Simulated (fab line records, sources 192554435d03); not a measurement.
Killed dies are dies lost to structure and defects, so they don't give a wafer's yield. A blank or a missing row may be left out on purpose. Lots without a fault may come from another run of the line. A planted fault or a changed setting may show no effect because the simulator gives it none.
Split-lot experiment | flow n5_finfet | 7 lots, 21 wafers read, on a route of 1938 steps

THE SPLIT
At N5_BEOL_M2_ILD_DEP_00 (deposits SiOC from DEMS/O2, target thk 79 nm, time 15.3 s), the setting time_s was moved away from the recipe's 15.3 s on 7 of the 21 wafers read, by -11.7% to +11.2%. The other wafers ran this setting at the recipe's value.

The file shows no step between the split and the reading.

THE READING
M2_ILD_THK, in nm, at N5_BEOL_M2_THK_MEAS_01. Fault-free wafers of this fab line usually give 78.9 nm, standard deviation 0.85 nm.

wafer  | tool, chamber at the split | time_s as run, s | against the recipe | M2_ILD_THK, nm | against lot-mates on the recipe
L075.1 | pecvd-02, 2                | 13.51            | -11.7%             | 69.6           | -8.3
L075.2 | pecvd-02, 0                | 13.51            | -11.7%             | 69.8           | -8.1
L075.3 | pecvd-02, 1                | 15.3             | recipe             | 77.9           | -
L077.1 | pecvd-03, 0                | 15.3             | recipe             | 80.4           | -
L077.2 | pecvd-03, 1                | 15.3             | recipe             | 78.8           | -
L077.5 | pecvd-03, 0                | 15.3             | recipe             | 80.1           | -
L085.1 | pecvd-02, 1                | 15.3             | recipe             | 78.5           | -
L085.3 | pecvd-02, 2                | 15.3             | recipe             | 78.9           | -
L085.4 | pecvd-02, 0                | 15.3             | recipe             | 80.8           | -
L088.2 | pecvd-02, 1                | 15.3             | recipe             | 77.5           | -
L088.3 | pecvd-02, 2                | 15.3             | recipe             | 78.7           | -
L088.6 | pecvd-02, 1                | 15.3             | recipe             | 79.2           | -
L091.2 | pecvd-03, 1,0              | 15.3             | recipe             | 78.5           | -
L091.3 | pecvd-03, 1,0              | 15.3             | recipe             | 78.6           | -
L091.6 | pecvd-03, 1                | 15.3             | recipe             | 79.0           | -
L092.1 | pecvd-03, 0                | 15.3             | recipe             | 79.4           | -
L092.3 | pecvd-03, 1                | 13.85            | -9.5%              | 71.1           | -8.3
L092.4 | pecvd-03, 2                | 13.85            | -9.5%              | 72.6           | -6.8
L097.2 | pecvd-01, 2                | 17.02            | +11.2%             | 86.3           | no lot-mate on the recipe
L097.5 | pecvd-01, 1                | 17.02            | +11.2%             | 88.6           | no lot-mate on the recipe
L097.6 | pecvd-01, 2                | 17.02            | +11.2%             | 88.0           | no lot-mate on the recipe
Where a row lists several chambers, the file gives one row for several wafers and doesn't say which wafer went through which chamber.

THE FIT
A straight line over all 21 wafers: M2_ILD_THK changes by +0.774 nm for each +1% of time_s; r = +0.99; the points scatter about the line by 0.89 nm.
The same after taking each lot's own level away (the mean of its wafers on the recipe; 18 wafers): +0.737 nm for each +1%; r = +0.98; scatter 0.72 nm.
On that fit, the largest move of time_s shifts the reading by 8.6 nm.
The lots' own levels span 77.90 to 79.77 nm, that is 2.2 times the standard deviation above.
So the lot-to-lot level changes the slope little: the two slopes agree.
Check: with one of the wafers moved furthest among these (-11.7%) left out of the fit, the line predicts -8.79 nm for it against its lot-mates. It came out at -8.3 nm against them.

OTHER SPLITS ON THESE WAFERS
These wafers also went through other splits before the reading. Each is held against what the fit with the lots' levels taken away leaves over:
other split on the same wafers            | wafers away from the commonest value | r with M2_ILD_THK (lot level and that fit taken away)
N5_BEOL_M0_SAQP_SPACER1_ALD_98 ald_cycles | 8                                    | -0.34
N5_BEOL_M0_SAQP_ETCH_107 bias_w           | 10                                   | -0.15
N5_BEOL_M0_DEP_125 time_s                 | 8                                    | -0.08
N5_BEOL_M1_ILD_DEP_00 time_s              | 5                                    | +0.01
N5_BEOL_M1_SPUTTER_79 time_s              | 2                                    | -0.04

THE WHOLE CHAIN: every reading that the file lists as answering this split, in the file's order
step                   | what it does                                              | reading                                                                            | change (the file's fit)               | r (the file's)
N5_BEOL_M2_ILD_DEP_00  | deposits SiOC from DEMS/O2, target thk 79 nm, time 15.3 s | SiOC_of_BEOL_M2_ILD_DEP_00.thk_nm (the simulator's own value, which no gauge read) | +0.742 nm for each +1% of the setting | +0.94
N5_BEOL_M2_THK_MEAS_01 |                                                           | M2_ILD_THK                                                                         | +0.735 for each +1% of the setting    | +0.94

THE FILE'S OWN FIT
M2_ILD_THK changes by +0.735 nm for each +1% of time_s, r = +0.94.
